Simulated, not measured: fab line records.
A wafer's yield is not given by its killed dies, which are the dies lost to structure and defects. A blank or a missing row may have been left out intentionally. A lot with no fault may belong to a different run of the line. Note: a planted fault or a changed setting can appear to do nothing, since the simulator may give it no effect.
Which tool was responsible? || flow nand harc || Sampling: 13 lots, 39 wafers, 5 of 1302 route steps

## WHAT EACH GAUGE READ, for each wafer
NHARC_END_SORT_01.
{"lot": "L286", "measured": "day 27 13:31", "on": "prober-02", "defect limited yield (%)": "88 89 88", "killed at array": "74 74 75", "killed at other": "0 0 0", "killed at periphery": "4 2 6", "killed dies": "78 76 81", "killed open": "3 3 2", "killed short": "0 1 4"}
{"lot": "L291", "measured": "day 29 22:28", "on": "prober-01", "defect limited yield (%)": "91 90", "killed at array": "59 70", "killed at other": "0 0", "killed at periphery": "3 0", "killed dies": "62 70", "killed open": "2 0", "killed short": "0 2"}
{"lot": "L289", "measured": "day 29 14:40", "on": "prober-01", "defect limited yield (%)": "24 21 20", "killed at array": "513 530 539", "killed at other": "0 0 1", "killed at periphery": "4 2 4", "killed dies": "517 532 544", "killed open": "2 2 2", "killed short": "2 0 1"}
{"lot": "L292", "measured": "day 30 06:14", "on": "prober-01", "defect limited yield (%)": "21 23 22", "killed at array": "528 518 526", "killed at other": "0 0 0", "killed at periphery": "5 3 5", "killed dies": "533 521 531", "killed open": "5 1 2", "killed short": "1 2 0"}

## WHICH TOOL RAN EACH LOT (tool, then ch and the chambers of the sampled wafers, then the start)
{"lot": "L279", "NHARC_A_BONDPAD_ECD_18": "ecd cu-01 ch 0,1, day 24 01:57", "NHARC_THIN_TSV_DEP_47": "pecvd-04 ch 0,1, day 24 19:29", "NHARC_THIN_TSV_PRE_CLEAN_54": "pvd sputter-02, day 24 22:31", "NHARC_THIN_TSV_DESCUM_35": "rie diel-04 ch 0,1, day 24 23:37"}
{"lot": "L282", "NHARC_A_BONDPAD_ECD_18": "ecd cu-02 ch 0,1, day 24 17:01", "NHARC_THIN_TSV_DEP_47": "pecvd-03 ch 1,2, day 25 08:23", "NHARC_THIN_TSV_PRE_CLEAN_54": "pvd sputter-01, day 25 11:24", "NHARC_THIN_TSV_DESCUM_35": "rie diel-13 ch 0,1,2, day 25 12:42"}
{"lot": "L283", "NHARC_A_BONDPAD_ECD_18": "ecd cu-01 ch 0,1, day 25 07:14", "NHARC_THIN_TSV_DEP_47": "pecvd-03 ch 0,1, day 26 01:46", "NHARC_THIN_TSV_PRE_CLEAN_54": "pvd sputter-03, day 26 05:00", "NHARC_THIN_TSV_DESCUM_35": "rie diel-08 ch 0,2,3, day 26 06:14"}
{"lot": "L286", "NHARC_A_BONDPAD_ECD_18": "ecd cu-02 ch 0,1, day 26 07:41", "NHARC_THIN_TSV_DEP_47": "pecvd-03 ch 0,1,2, day 27 02:49", "NHARC_THIN_TSV_PRE_CLEAN_54": "pvd sputter-03, day 27 05:51", "NHARC_THIN_TSV_DESCUM_35": "rie diel-08 ch 0,1,2, day 27 07:04"}
{"lot": "L285", "NHARC_A_BONDPAD_ECD_18": "ecd cu-01 ch 0,1, day 26 11:41", "NHARC_THIN_TSV_DEP_47": "pecvd-03 ch 0,1,2, day 27 01:39", "NHARC_THIN_TSV_PRE_CLEAN_54": "pvd sputter-02, day 27 04:39", "NHARC_THIN_TSV_DESCUM_35": "rie diel-13 ch 0,1,2, day 27 05:44"}
{"lot": "L288", "NHARC_A_BONDPAD_ECD_18": "ecd cu-01 ch 0,1, day 27 00:09", "NHARC_THIN_TSV_DEP_47": "pecvd-03 ch 0,1, day 27 15:26", "NHARC_THIN_TSV_PRE_CLEAN_54": "pvd sputter-03, day 27 18:25", "NHARC_THIN_TSV_DESCUM_35": "rie diel-08 ch 0,2,3, day 27 19:41"}
{"lot": "L291", "NHARC_A_BONDPAD_ECD_18": "ecd cu-01 ch 0,1, day 28 06:53", "NHARC_THIN_TSV_DEP_47": "pecvd-04 ch 0,1,2, day 28 23:21", "NHARC_THIN_TSV_PRE_CLEAN_54": "pvd sputter-01, day 29 02:19", "NHARC_THIN_TSV_DESCUM_35": "rie diel-13 ch 0,2, day 29 03:32"}
{"lot": "L289", "NHARC_A_BONDPAD_ECD_18": "ecd cu-01 ch 0,1, day 28 08:43", "NHARC_THIN_TSV_DEP_47": "pecvd-03 ch 0,1,2, day 28 22:15", "NHARC_THIN_TSV_PRE_CLEAN_54": "pvd sputter-03, day 29 01:16", "NHARC_THIN_TSV_DESCUM_35": "rie diel-13 ch 0,3, day 29 02:22"}
{"lot": "L292", "NHARC_A_BONDPAD_ECD_18": "ecd cu-01 ch 0,1, day 28 12:43", "NHARC_THIN_TSV_DEP_47": "pecvd-04 ch 0,1,2, day 29 04:06", "NHARC_THIN_TSV_PRE_CLEAN_54": "pvd sputter-01, day 29 07:05", "NHARC_THIN_TSV_DESCUM_35": "rie diel-08 ch 0,3, day 29 08:18"}
{"lot": "L293", "NHARC_A_BONDPAD_ECD_18": "ecd cu-02 ch 0,1, day 28 20:37", "NHARC_THIN_TSV_DEP_47": "pecvd-02 ch 0,2, day 29 11:48", "NHARC_THIN_TSV_PRE_CLEAN_54": "pvd sputter-02, day 29 14:50", "NHARC_THIN_TSV_DESCUM_35": "rie diel-08 ch 0,1,2, day 29 15:56"}
{"lot": "L299", "NHARC_A_BONDPAD_ECD_18": "ecd cu-02 ch 0,1, day 31 19:29", "NHARC_THIN_TSV_DEP_47": "pecvd-03 ch 0,1,2, day 32 16:01", "NHARC_THIN_TSV_PRE_CLEAN_54": "pvd sputter-02, day 32 19:04", "NHARC_THIN_TSV_DESCUM_35": "rie diel-13 ch 0,2, day 32 20:17"}
{"lot": "L300", "NHARC_A_BONDPAD_ECD_18": "ecd cu-01 ch 0,1, day 32 00:53", "NHARC_THIN_TSV_DEP_47": "pecvd-03 ch 1,2, day 32 17:20", "NHARC_THIN_TSV_PRE_CLEAN_54": "pvd sputter-03, day 32 20:20", "NHARC_THIN_TSV_DESCUM_35": "rie diel-13 ch 0,1,2, day 32 21:34"}
{"lot": "L301", "NHARC_A_BONDPAD_ECD_18": "ecd cu-02 ch 0,1, day 32 06:25", "NHARC_THIN_TSV_DEP_47": "pecvd-03 ch 0,1, day 32 21:46", "NHARC_THIN_TSV_PRE_CLEAN_54": "pvd sputter-02, day 33 00:46", "NHARC_THIN_TSV_DESCUM_35": "rie diel-13 ch 1,2,3, day 33 02:01"}
- NHARC_A_BONDPAD_ECD_18: material Cu, target thk 400 nm.
- NHARC_THIN_TSV_DEP_47: deposits SiO2, target thk 200 nm.
- NHARC_THIN_TSV_PRE_CLEAN_54: time 30 s.
- NHARC_THIN_TSV_DESCUM_35: chemistry O2, time 3 s.

## WHAT THE TOOLS THEMSELVES READ (means of the sampled wafers that have a number; where no wafer has one, the mark that the record gives instead)
NHARC_THIN_TSV_DEP_47.
{"lot": "L279", "tool": "pecvd-04", "throttle valve pct (%)": 15.9}
{"lot": "L282", "tool": "pecvd-03", "throttle valve pct (%)": 16.4}
{"lot": "L283", "tool": "pecvd-03", "throttle valve pct (%)": 16.8}
{"lot": "L286", "tool": "pecvd-03", "throttle valve pct (%)": 16.6}
{"lot": "L285", "tool": "pecvd-03", "throttle valve pct (%)": 16.4}
{"lot": "L288", "tool": "pecvd-03", "throttle valve pct (%)": 16.7}
{"lot": "L291", "tool": "pecvd-04", "throttle valve pct (%)": 16.3}
{"lot": "L289", "tool": "pecvd-03", "throttle valve pct (%)": 16.5}
{"lot": "L292", "tool": "pecvd-04", "throttle valve pct (%)": 16.2}
{"lot": "L293", "tool": "pecvd-02", "throttle valve pct (%)": 15.9}
{"lot": "L299", "tool": "pecvd-03", "throttle valve pct (%)": 15.8}
{"lot": "L300", "tool": "pecvd-03", "throttle valve pct (%)": 15.5}
{"lot": "L301", "tool": "pecvd-03", "throttle valve pct (%)": 16.2}

NHARC_THIN_TSV_PRE_CLEAN_54.
{"lot": "L279", "tool": "pvd sputter-02", "heater power w (W)": 471}
{"lot": "L282", "tool": "pvd sputter-01", "heater power w (W)": 460}
{"lot": "L283", "tool": "pvd sputter-03", "heater power w (W)": 420}
{"lot": "L286", "tool": "pvd sputter-03", "heater power w (W)": 413}
{"lot": "L285", "tool": "pvd sputter-02", "heater power w (W)": 464}
{"lot": "L288", "tool": "pvd sputter-03", "heater power w (W)": 419}
{"lot": "L291", "tool": "pvd sputter-01", "heater power w (W)": 459}
{"lot": "L289", "tool": "pvd sputter-03", "heater power w (W)": 412}
{"lot": "L292", "tool": "pvd sputter-01", "heater power w (W)": 448}
{"lot": "L293", "tool": "pvd sputter-02", "heater power w (W)": 463}
{"lot": "L299", "tool": "pvd sputter-02", "heater power w (W)": 471}
{"lot": "L300", "tool": "pvd sputter-03", "heater power w (W)": 403}
{"lot": "L301", "tool": "pvd sputter-02", "heater power w (W)": 443}

NHARC_THIN_TSV_DESCUM_35.
{"lot": "L279", "tool": "rie diel-04", "drypump motor current A (A)": 5.3, "oes product au (a.u.)": 0.993, "rf vpp V (V)": 57.5, "showerhead plenum p Torr (Torr)": 1.90, "throttle valve pct (%)": 11.313}
{"lot": "L282", "tool": "rie diel-13", "drypump motor current A (A)": 5.5, "oes product au (a.u.)": 0.995, "rf vpp V (V)": 57.7, "showerhead plenum p Torr (Torr)": 1.96, "throttle valve pct (%)": 11.310}
{"lot": "L283", "tool": "rie diel-08", "drypump motor current A (A)": 5.8, "oes product au (a.u.)": 1.008, "rf vpp V (V)": 59.3, "showerhead plenum p Torr (Torr)": 1.99, "throttle valve pct (%)": 11.321}
{"lot": "L286", "tool": "rie diel-08", "drypump motor current A (A)": 5.7, "oes product au (a.u.)": 1.002, "rf vpp V (V)": 57.8, "showerhead plenum p Torr (Torr)": 1.98, "throttle valve pct (%)": 11.313}
{"lot": "L285", "tool": "rie diel-13", "drypump motor current A (A)": 5.4, "oes product au (a.u.)": 0.996, "rf vpp V (V)": 58.4, "showerhead plenum p Torr (Torr)": 1.96, "throttle valve pct (%)": 11.317}
{"lot": "L288", "tool": "rie diel-08", "drypump motor current A (A)": 5.8, "oes product au (a.u.)": 1.007, "rf vpp V (V)": 57.9, "showerhead plenum p Torr (Torr)": 1.99, "throttle valve pct (%)": 11.315}
{"lot": "L291", "tool": "rie diel-13", "drypump motor current A (A)": 5.3, "oes product au (a.u.)": 0.992, "rf vpp V (V)": 57.7, "showerhead plenum p Torr (Torr)": 1.98, "throttle valve pct (%)": 11.317}
{"lot": "L289", "tool": "rie diel-13", "drypump motor current A (A)": 6.1, "oes product au (a.u.)": 1.020, "rf vpp V (V)": 58.2, "showerhead plenum p Torr (Torr)": 1.86, "throttle valve pct (%)": 11.314}
{"lot": "L292", "tool": "rie diel-08", "drypump motor current A (A)": 5.8, "oes product au (a.u.)": 1.000, "rf vpp V (V)": 57.1, "showerhead plenum p Torr (Torr)": 1.95, "throttle valve pct (%)": 11.321}
{"lot": "L293", "tool": "rie diel-08", "drypump motor current A (A)": 5.7, "oes product au (a.u.)": 0.993, "rf vpp V (V)": 57.9, "showerhead plenum p Torr (Torr)": 1.98, "throttle valve pct (%)": 11.312}
{"lot": "L299", "tool": "rie diel-13", "drypump motor current A (A)": 5.3, "oes product au (a.u.)": 1.008, "rf vpp V (V)": 58.5, "showerhead plenum p Torr (Torr)": 2.02, "throttle valve pct (%)": 11.311}
{"lot": "L300", "tool": "rie diel-13", "drypump motor current A (A)": 5.5, "oes product au (a.u.)": 1.004, "rf vpp V (V)": 57.5, "showerhead plenum p Torr (Torr)": 1.96, "throttle valve pct (%)": 11.311}
{"lot": "L301", "tool": "rie diel-13", "drypump motor current A (A)": 5.9, "oes product au (a.u.)": 1.002, "rf vpp V (V)": 58.0, "showerhead plenum p Torr (Torr)": 1.92, "throttle valve pct (%)": 11.311}

## THE ANSWER, worked out from the rows above alone
Rule: the lots themselves supply what counts as usual. The widest of any qualifying gaps counts: lots, ordered by their means at a reading, are off when they make up no more than a third of the lots, leave a main group of 4 or more, and stand apart from it by 3 or more times the standard deviation of that group's means. The tables above print the reading to a certain number of digits; a main group whose means all agree to those digits is not used. Also off: a lot with no number at a reading for which 4 or more lots have one. The other lots that the step has rows for count as sound. The gauges are gone through in route order, then the tools' own readings, and for those a lot's mean is taken as printed above. At the first step where some lot is off, the reading lying furthest off is the one used; lots without a number count as furthest.
Across all readings shown, no lot is off: no conclusion can be drawn from this.

## WHAT WAS PUT IN BY THE SIMULATOR
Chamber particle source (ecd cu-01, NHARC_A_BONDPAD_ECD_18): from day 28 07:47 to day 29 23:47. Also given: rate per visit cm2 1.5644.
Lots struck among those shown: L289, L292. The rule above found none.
